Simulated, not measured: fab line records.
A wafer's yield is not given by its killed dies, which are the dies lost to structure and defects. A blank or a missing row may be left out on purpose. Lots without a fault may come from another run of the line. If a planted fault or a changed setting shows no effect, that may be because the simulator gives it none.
Chamber matching ; flow n5_finfet ; N5_BEOL_M8_ETCH_66 on rie_diel-05: 4 sister chambers
The step etches SOC in N2/H2, target depth 80 nm, overetch 16 nm, time 120 s. 4 wafers are shown with their chamber, then 8 later ones without.

WAFERS WITH THEIR CHAMBER
wafer;chamber;drypump_motor_current_A (A)
L084.1;0;6.1
L084.4;1;5.9
L084.6;2;5.1
L085.2;3;6.7

WAFERS WITH NO CHAMBER GIVEN
wafer;drypump_motor_current_A (A)
L085.3;5.1
L085.6;5.9
L089.3;5.9
L089.4;6.7
L089.5;6.7
L097.2;5.1
L097.4;6.6
L097.5;6.1

WHICH CHAMBER EACH ONE RAN IN
wafer;from the rows above;in truth
L085.3;2;2
L085.6;1;1
L089.3;1;1
L089.4;3;3
L089.5;3;3
L097.2;2;2
L097.4;3;3
L097.5;0;0
Placed correctly: 8 of 8. Left unplaced by these rows: 0. Placed wrongly: 0.
How it was worked out, from the rows above alone: a wafer's distance from a chamber is the root of the sum, over the readings, of the square of ((its reading less the chamber's mean) divided by the reading's scatter). If the next closest chamber is less than 2 further off than the closest, the wafer can't be placed; otherwise it belongs to the closest. A chamber's mean is the mean of its shown wafers. The scatter: root of mean squared gap, hidden wafer to nearest shown wafer, with one shown wafer a chamber.
